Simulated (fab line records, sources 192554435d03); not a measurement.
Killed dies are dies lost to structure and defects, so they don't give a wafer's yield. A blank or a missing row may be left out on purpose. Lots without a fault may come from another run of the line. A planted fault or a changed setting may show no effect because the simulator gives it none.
Chamber matching | flow n5_finfet | N5_FIN_CUT_CUT_ETCH_15 on rie_si-03: 4 sister chambers
The step etches Si in HBr/Cl2/O2, target depth 100 nm, bt time 10 s, time 42.4 s. 4 wafers are shown with their chamber, then 11 later ones without.

WAFERS WITH THEIR CHAMBER
wafer  | chamber | throttle_valve_pct (%)
L082.1 | 3       | 37.08
L087.1 | 1       | 37.62
L087.6 | 2       | 37.41
L088.2 | 0       | 37.39

WAFERS WITHOUT THEIR CHAMBER
wafer  | throttle_valve_pct (%)
L088.3 | 37.62
L088.5 | 37.62
L089.2 | 37.63
L089.3 | 37.38
L089.4 | 37.10
L095.2 | 37.10
L095.3 | 37.38
L095.4 | 37.63
L096.2 | 37.61
L096.3 | 37.38
L096.4 | 37.10

WHICH CHAMBER EACH WENT THROUGH
wafer  | from the rows above     | in truth
L088.3 | 1                       | 1
L088.5 | 1                       | 1
L089.2 | 1                       | 1
L089.3 | can't be placed: 0 or 2 | 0
L089.4 | 3                       | 3
L095.2 | 3                       | 3
L095.3 | can't be placed: 0 or 2 | 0
L095.4 | 1                       | 1
L096.2 | 1                       | 1
L096.3 | can't be placed: 0 or 2 | 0
L096.4 | 3                       | 3
Placed correctly: 8 of 11. Can't be placed from these rows: 3 (the true chamber is among the candidates in 3). Placed wrongly: 0.
How it was worked out, from the rows above alone: a wafer's distance from a chamber is the root of the sum, over the readings, of the square of ((its reading less the chamber's mean) divided by the reading's scatter). The wafer belongs to the nearest chamber; if the next one is less than 2 further off, it can't be placed. A chamber's mean is the mean of its shown wafers. The scatter: with one shown wafer a chamber, the root of the mean of the squares of how far each hidden wafer lies from its nearest shown one.
